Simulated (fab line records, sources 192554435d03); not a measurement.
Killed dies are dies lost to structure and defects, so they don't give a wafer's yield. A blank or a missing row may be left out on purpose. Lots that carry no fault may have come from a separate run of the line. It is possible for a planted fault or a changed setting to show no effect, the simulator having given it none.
Which of the tools did it? || flow n5 finfet || 32 wafers from 11 lots sampled at 5 of the route's 1938 steps

WHAT THE GAUGES SHOWED, per wafer
N5_SD_EPI_N_EPI_MEAS_23. Usual: thk nm 58.7 nm, standard deviation 1.3.
{"lot": "L970", "measured": "day 3 11:42", "on": "film metro-01", "thk nm (nm)": "57.6 60.7", "flag": ""}
{"lot": "L971", "measured": "day 3 14:29", "on": "film metro-01", "thk nm (nm)": "60.4 60.3 59.9", "flag": ""}
{"lot": "L972", "measured": "day 3 22:13", "on": "film metro-01", "thk nm (nm)": "59.5 60.1 59.1", "flag": ""}
{"lot": "L973", "measured": "day 3 23:50", "on": "film metro-02", "thk nm (nm)": "57.2 59.6 59.4", "flag": ""}
{"lot": "L978", "measured": "day 5 04:34", "on": "film metro-02", "thk nm (nm)": "57.4 59.2 58.5", "flag": ""}
{"lot": "L980", "measured": "day 5 16:27", "on": "film metro-01", "thk nm (nm)": "58.2 59.6 75.4", "flag": "OFF"}
{"lot": "L987", "measured": "day 7 12:41", "on": "film metro-02", "thk nm (nm)": "58.0 58.2 58.7", "flag": ""}
{"lot": "L990", "measured": "day 8 05:11", "on": "film metro-02", "thk nm (nm)": "56.9 58.3 58.1", "flag": ""}
{"lot": "L991", "measured": "day 8 10:45", "on": "film metro-01", "thk nm (nm)": "61.0 60.2 57.3", "flag": ""}
{"lot": "L992", "measured": "day 8 16:38", "on": "film metro-02", "thk nm (nm)": "57.4 57.4 57.0", "flag": ""}
{"lot": "L993", "measured": "day 8 22:50", "on": "film metro-01", "thk nm (nm)": "58.6 57.1 56.7", "flag": ""}

N5_SD_EPI_P_CD_MEAS_09: target cd 240 nm. Usual: cd nm 240.2 nm, standard deviation 0.69.
{"lot": "L970", "measured": "day 3 12:40", "on": "cd sem-01", "cd nm (nm)": "239.9 239.7", "flag": ""}
{"lot": "L971", "measured": "day 3 15:32", "on": "cd sem-01", "cd nm (nm)": "238.4 239.7 238.6", "flag": ""}
{"lot": "L972", "measured": "day 3 23:11", "on": "cd sem-03", "cd nm (nm)": "241.1 240.6 239.4", "flag": ""}
{"lot": "L973", "measured": "day 4 00:48", "on": "cd sem-03", "cd nm (nm)": "239.5 239.5 239.4", "flag": ""}
{"lot": "L978", "measured": "day 5 06:07", "on": "cd sem-02", "cd nm (nm)": "239.0 240.7 239.9", "flag": ""}
{"lot": "L980", "measured": "day 5 17:24", "on": "cd sem-02", "cd nm (nm)": "240.4 239.6 239.9", "flag": ""}
{"lot": "L987", "measured": "day 7 13:38", "on": "cd sem-01", "cd nm (nm)": "241.0 240.9 240.9", "flag": ""}
{"lot": "L990", "measured": "day 8 06:08", "on": "cd sem-02", "cd nm (nm)": "240.0 240.7 240.1", "flag": ""}
{"lot": "L991", "measured": "day 8 11:52", "on": "cd sem-03", "cd nm (nm)": "241.5 241.0 239.8", "flag": ""}
{"lot": "L992", "measured": "day 8 18:30", "on": "cd sem-03", "cd nm (nm)": "240.4 238.7 239.5", "flag": ""}
{"lot": "L993", "measured": "day 8 23:49", "on": "cd sem-03", "cd nm (nm)": "240.1 240.0 239.6", "flag": ""}

WHAT TOOL EACH LOT RAN ON (gives the tool, then ch and the chambers of the sampled wafers, and finally the start)
{"lot": "L970", "N5_SD_EPI_N_DESCUM_14": "rie diel-05 ch 1, day 3 08:17", "N5_SD_EPI_N_ETCH_16": "rie diel-05 ch 1, day 3 08:55", "N5_SD_EPI_N_EPI_21": "epi rpcvd-02 ch 0, day 3 09:58"}
{"lot": "L971", "N5_SD_EPI_N_DESCUM_14": "rie diel-02 ch 0,1,2, day 3 11:06", "N5_SD_EPI_N_ETCH_16": "rie diel-02 ch 0,1,2, day 3 11:43", "N5_SD_EPI_N_EPI_21": "epi rpcvd-03 ch 0, day 3 13:37"}
{"lot": "L972", "N5_SD_EPI_N_DESCUM_14": "rie diel-02 ch 0,1,3, day 3 18:48", "N5_SD_EPI_N_ETCH_16": "rie diel-02 ch 0,1,3, day 3 19:25", "N5_SD_EPI_N_EPI_21": "epi rpcvd-02 ch 0, day 3 20:47"}
{"lot": "L973", "N5_SD_EPI_N_DESCUM_14": "rie diel-06 ch 0,1, day 3 20:26", "N5_SD_EPI_N_ETCH_16": "rie diel-06 ch 0,1, day 3 21:03", "N5_SD_EPI_N_EPI_21": "epi rpcvd-03 ch 0, day 3 22:08"}
{"lot": "L978", "N5_SD_EPI_N_DESCUM_14": "rie diel-05 ch 0,1,3, day 5 00:56", "N5_SD_EPI_N_ETCH_16": "rie diel-05 ch 0,1,3, day 5 01:33", "N5_SD_EPI_N_EPI_21": "epi rpcvd-04 ch 0, day 5 03:24"}
{"lot": "L980", "N5_SD_EPI_N_DESCUM_14": "rie diel-05 ch 0,3, day 5 12:19", "N5_SD_EPI_N_ETCH_16": "rie diel-05 ch 0,3, day 5 12:56", "N5_SD_EPI_N_EPI_21": "epi rpcvd-02 ch 0, day 5 14:33"}
{"lot": "L987", "N5_SD_EPI_N_DESCUM_14": "rie diel-02 ch 0,2,3, day 7 09:17", "N5_SD_EPI_N_ETCH_16": "rie diel-02 ch 0,2,3, day 7 09:55", "N5_SD_EPI_N_EPI_21": "epi rpcvd-03 ch 0, day 7 11:14"}
{"lot": "L990", "N5_SD_EPI_N_DESCUM_14": "rie diel-06 ch 0,2, day 8 01:04", "N5_SD_EPI_N_ETCH_16": "rie diel-06 ch 0,2, day 8 01:41", "N5_SD_EPI_N_EPI_21": "epi rpcvd-02 ch 0, day 8 02:55"}
{"lot": "L991", "N5_SD_EPI_N_DESCUM_14": "rie diel-06 ch 0,2, day 8 06:37", "N5_SD_EPI_N_ETCH_16": "rie diel-06 ch 0,2, day 8 07:13", "N5_SD_EPI_N_EPI_21": "epi rpcvd-02 ch 0, day 8 08:50"}
{"lot": "L992", "N5_SD_EPI_N_DESCUM_14": "rie diel-05 ch 0,2,3, day 8 12:30", "N5_SD_EPI_N_ETCH_16": "rie diel-05 ch 0,2,3, day 8 13:07", "N5_SD_EPI_N_EPI_21": "epi rpcvd-02 ch 0, day 8 14:43"}
{"lot": "L993", "N5_SD_EPI_N_DESCUM_14": "rie diel-06 ch 0,1, day 8 18:41", "N5_SD_EPI_N_ETCH_16": "rie diel-06 ch 0,1, day 8 19:19", "N5_SD_EPI_N_EPI_21": "epi rpcvd-02 ch 0, day 8 21:19"}
- N5_SD_EPI_N_DESCUM_14: chemistry O2, time 7.9 s.
- N5_SD_EPI_N_ETCH_16: etches SiO2 in CHF3/O2, target depth 5 nm.
- N5_SD_EPI_N_EPI_21: deposits Si:P, time 690 s.

AS READ BY THE TOOLS THEMSELVES (means over the sampled wafers that have a number; for cases with no such wafer, the mark the record gives instead)
N5_SD_EPI_N_DESCUM_14. Usual: drypump motor current A 5.8 A, standard deviation 0.57; oes product au 0.81 a.u., standard deviation 0.096; rf vpp V 242.6 V, standard deviation 1; showerhead plenum p Torr 2.06 Torr, standard deviation 0.051; throttle valve pct 20.39 %, standard deviation 0.26.
{"lot": "L970", "tool": "rie diel-05", "drypump motor current A (A)": 6.4, "oes product au (a.u.)": 0.98, "rf vpp V (V)": 242.2, "showerhead plenum p Torr (Torr)": 2.06, "throttle valve pct (%)": 20.23, "flag": ""}
{"lot": "L971", "tool": "rie diel-02", "drypump motor current A (A)": 5.6, "oes product au (a.u.)": 0.83, "rf vpp V (V)": 242.8, "showerhead plenum p Torr (Torr)": 2.06, "throttle valve pct (%)": 20.30, "flag": ""}
{"lot": "L972", "tool": "rie diel-02", "drypump motor current A (A)": 5.5, "oes product au (a.u.)": 0.79, "rf vpp V (V)": 242.6, "showerhead plenum p Torr (Torr)": 2.07, "throttle valve pct (%)": 20.36, "flag": ""}
{"lot": "L973", "tool": "rie diel-06", "drypump motor current A (A)": 5.2, "oes product au (a.u.)": 0.72, "rf vpp V (V)": 241.8, "showerhead plenum p Torr (Torr)": 2.00, "throttle valve pct (%)": 20.65, "flag": ""}
{"lot": "L978", "tool": "rie diel-05", "drypump motor current A (A)": 5.8, "oes product au (a.u.)": 0.89, "rf vpp V (V)": 242.0, "showerhead plenum p Torr (Torr)": 2.04, "throttle valve pct (%)": 20.12, "flag": ""}
{"lot": "L980", "tool": "rie diel-05", "drypump motor current A (A)": 5.6, "oes product au (a.u.)": 0.83, "rf vpp V (V)": 242.4, "showerhead plenum p Torr (Torr)": 2.03, "throttle valve pct (%)": 20.09, "flag": ""}
{"lot": "L987", "tool": "rie diel-02", "drypump motor current A (A)": 5.7, "oes product au (a.u.)": 0.79, "rf vpp V (V)": 242.4, "showerhead plenum p Torr (Torr)": 2.05, "throttle valve pct (%)": 20.46, "flag": ""}
{"lot": "L990", "tool": "rie diel-06", "drypump motor current A (A)": 5.3, "oes product au (a.u.)": 0.78, "rf vpp V (V)": 241.1, "showerhead plenum p Torr (Torr)": 2.01, "throttle valve pct (%)": 20.72, "flag": ""}
{"lot": "L991", "tool": "rie diel-06", "drypump motor current A (A)": 5.8, "oes product au (a.u.)": 0.85, "rf vpp V (V)": 243.0, "showerhead plenum p Torr (Torr)": 2.03, "throttle valve pct (%)": 20.57, "flag": ""}
{"lot": "L992", "tool": "rie diel-05", "drypump motor current A (A)": 5.8, "oes product au (a.u.)": 0.78, "rf vpp V (V)": 242.2, "showerhead plenum p Torr (Torr)": 2.05, "throttle valve pct (%)": 20.27, "flag": ""}
{"lot": "L993", "tool": "rie diel-06", "drypump motor current A (A)": 5.6, "oes product au (a.u.)": 0.89, "rf vpp V (V)": 243.8, "showerhead plenum p Torr (Torr)": 2.15, "throttle valve pct (%)": 20.37, "flag": ""}

N5_SD_EPI_N_ETCH_16. Usual: bias w is 170.0 W with standard deviation 0.49, drypump motor current A is 5.8 A with standard deviation 0.57, oes_f_703_au is 0.81 a.u. with standard deviation 0.09, oes product au is 0.81 a.u. with standard deviation 0.094, rf vpp V is 519 V with standard deviation 8.9, showerhead plenum p Torr is 2.37 Torr with standard deviation 0.055, and throttle valve pct is 18.84 % with standard deviation 0.26.
{"lot": "L970", "tool": "rie diel-05", "bias w (W)": 169.8, "drypump motor current A (A)": 6.4, "oes_f_703_au (a.u.)": 0.98, "oes product au (a.u.)": 0.98, "rf vpp V (V)": 528, "showerhead plenum p Torr (Torr)": 2.38, "throttle valve pct (%)": 18.73, "flag": ""}
{"lot": "L971", "tool": "rie diel-02", "bias w (W)": 170.0, "drypump motor current A (A)": 5.6, "oes_f_703_au (a.u.)": 0.84, "oes product au (a.u.)": 0.83, "rf vpp V (V)": 516, "showerhead plenum p Torr (Torr)": 2.37, "throttle valve pct (%)": 18.75, "flag": ""}
{"lot": "L972", "tool": "rie diel-02", "bias w (W)": 170.3, "drypump motor current A (A)": 5.5, "oes_f_703_au (a.u.)": 0.80, "oes product au (a.u.)": 0.79, "rf vpp V (V)": 524, "showerhead plenum p Torr (Torr)": 2.38, "throttle valve pct (%)": 18.81, "flag": ""}
{"lot": "L973", "tool": "rie diel-06", "bias w (W)": 169.7, "drypump motor current A (A)": 5.2, "oes_f_703_au (a.u.)": 0.75, "oes product au (a.u.)": 0.72, "rf vpp V (V)": 512, "showerhead plenum p Torr (Torr)": 2.30, "throttle valve pct (%)": 19.12, "flag": ""}
{"lot": "L978", "tool": "rie diel-05", "bias w (W)": 170.6, "drypump motor current A (A)": 5.8, "oes_f_703_au (a.u.)": 0.86, "oes product au (a.u.)": 0.88, "rf vpp V (V)": 520, "showerhead plenum p Torr (Torr)": 2.36, "throttle valve pct (%)": 18.59, "flag": ""}
{"lot": "L980", "tool": "rie diel-05", "bias w (W)": 170.0, "drypump motor current A (A)": 5.6, "oes_f_703_au (a.u.)": 0.81, "oes product au (a.u.)": 0.83, "rf vpp V (V)": 515, "showerhead plenum p Torr (Torr)": 2.34, "throttle valve pct (%)": 18.57, "flag": ""}
{"lot": "L987", "tool": "rie diel-02", "bias w (W)": 170.0, "drypump motor current A (A)": 5.7, "oes_f_703_au (a.u.)": 0.81, "oes product au (a.u.)": 0.80, "rf vpp V (V)": 520, "showerhead plenum p Torr (Torr)": 2.37, "throttle valve pct (%)": 18.91, "flag": ""}
{"lot": "L990", "tool": "rie diel-06", "bias w (W)": 170.2, "drypump motor current A (A)": 5.3, "oes_f_703_au (a.u.)": 0.80, "oes product au (a.u.)": 0.79, "rf vpp V (V)": 509, "showerhead plenum p Torr (Torr)": 2.31, "throttle valve pct (%)": 19.16, "flag": ""}
{"lot": "L991", "tool": "rie diel-06", "bias w (W)": 170.3, "drypump motor current A (A)": 5.8, "oes_f_703_au (a.u.)": 0.86, "oes product au (a.u.)": 0.85, "rf vpp V (V)": 509, "showerhead plenum p Torr (Torr)": 2.34, "throttle valve pct (%)": 18.98, "flag": ""}
{"lot": "L992", "tool": "rie diel-05", "bias w (W)": 169.7, "drypump motor current A (A)": 5.8, "oes_f_703_au (a.u.)": 0.76, "oes product au (a.u.)": 0.77, "rf vpp V (V)": 522, "showerhead plenum p Torr (Torr)": 2.35, "throttle valve pct (%)": 18.69, "flag": ""}
{"lot": "L993", "tool": "rie diel-06", "bias w (W)": 169.6, "drypump motor current A (A)": 5.6, "oes_f_703_au (a.u.)": 0.90, "oes product au (a.u.)": 0.89, "rf vpp V (V)": 518, "showerhead plenum p Torr (Torr)": 2.48, "throttle valve pct (%)": 18.81, "flag": ""}

N5_SD_EPI_N_EPI_21. Usual: lamp inner pct 16.2 %, standard deviation 1.8; susceptor temp C 680.0 C, standard deviation 0.32.
{"lot": "L970", "tool": "epi rpcvd-02", "lamp inner pct (%)": 17.9, "susceptor temp C (C)": 680.3, "flag": ""}
{"lot": "L971", "tool": "epi rpcvd-03", "lamp inner pct (%)": 15.2, "susceptor temp C (C)": 679.6, "flag": ""}
{"lot": "L972", "tool": "epi rpcvd-02", "lamp inner pct (%)": 17.7, "susceptor temp C (C)": 680.0, "flag": ""}
{"lot": "L973", "tool": "epi rpcvd-03", "lamp inner pct (%)": 15.1, "susceptor temp C (C)": 680.2, "flag": ""}
{"lot": "L978", "tool": "epi rpcvd-04", "lamp inner pct (%)": 12.9, "susceptor temp C (C)": 680.1, "flag": ""}
{"lot": "L980", "tool": "epi rpcvd-02", "lamp inner pct (%)": 17.8, "susceptor temp C (C)": 680.4, "flag": ""}
{"lot": "L987", "tool": "epi rpcvd-03", "lamp inner pct (%)": 15.2, "susceptor temp C (C)": 680.2, "flag": ""}
{"lot": "L990", "tool": "epi rpcvd-02", "lamp inner pct (%)": 17.8, "susceptor temp C (C)": 679.7, "flag": ""}
{"lot": "L991", "tool": "epi rpcvd-02", "lamp inner pct (%)": 17.8, "susceptor temp C (C)": 679.7, "flag": ""}
{"lot": "L992", "tool": "epi rpcvd-02", "lamp inner pct (%)": 17.8, "susceptor temp C (C)": 680.5, "flag": ""}
{"lot": "L993", "tool": "epi rpcvd-02", "lamp inner pct (%)": 17.7, "susceptor temp C (C)": 680.1, "flag": ""}

THE ANSWER, worked out from the rows above alone
Rule: a lot is off if the mean of its wafers that have a number lies more than 3 standard deviations from the usual mean. A lot without any number at a reading at which 4 lots or more have one is off too. The other lots that the step has rows for count as sound. After the gauges, taken in route order, come the tools' own readings; for these a lot's mean is taken, as printed above. At the first step where some lot is off, the reading lying furthest off is the one used; lots without a number count as furthest.
Off at N5_SD_EPI_N_EPI_MEAS_23 (thk nm): L980.
If a tool, at a process step before that reading, ran all the lots that are off and no sound lot after the first of them, it fits. Those tools and the gauges at N5_SD_EPI_N_EPI_MEAS_23 are tried in the same way. Not one of the candidates tried fits.

WHAT THE SIMULATOR PUT IN
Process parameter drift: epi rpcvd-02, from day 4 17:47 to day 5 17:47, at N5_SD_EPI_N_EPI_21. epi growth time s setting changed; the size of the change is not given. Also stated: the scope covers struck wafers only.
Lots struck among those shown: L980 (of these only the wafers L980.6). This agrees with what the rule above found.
